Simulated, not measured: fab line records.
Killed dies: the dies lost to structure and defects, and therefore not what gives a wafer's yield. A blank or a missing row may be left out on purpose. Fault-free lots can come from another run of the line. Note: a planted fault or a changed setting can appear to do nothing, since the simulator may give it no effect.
Chamber matching	flow nand-harc	pecvd-02 running NHARC_P_M0_PRE_CLEAN_31: 3 sister chambers
The step time 12 s. 3 wafers are shown with their chamber, then 7 later ones without.

WAFERS, EACH WITH ITS CHAMBER
wafer	chamber	heater-power-w (W)
L145.3	2	540
L149.1	1	663
L149.2	0	473

WAFERS WITH NO CHAMBER GIVEN
wafer	heater-power-w (W)
L149.4	654
L150.3	488
L150.4	530
L150.5	475
L151.4	522
L151.5	539
L151.6	520

CHAMBER TAKEN BY EACH
wafer	from the rows above	in truth
L149.4	1	1
L150.3	0	0
L150.4	2	2
L150.5	0	0
L151.4	2	2
L151.5	2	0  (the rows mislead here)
L151.6	2	2
Placed correctly: 6 of 7. Can't be placed from these rows: 0. 1 placed wrongly.
How it was worked out, from the rows above alone: a wafer's distance from a chamber is the root of the sum, over the readings, of the square of ((its reading less the chamber's mean) divided by the reading's scatter). The wafer belongs to the nearest chamber; if the next one is less than 2 further off, it can't be placed. Each chamber's mean is taken over the wafers shown for it. The scatter: root of mean squared gap, hidden wafer to nearest shown wafer, with one shown wafer a chamber.
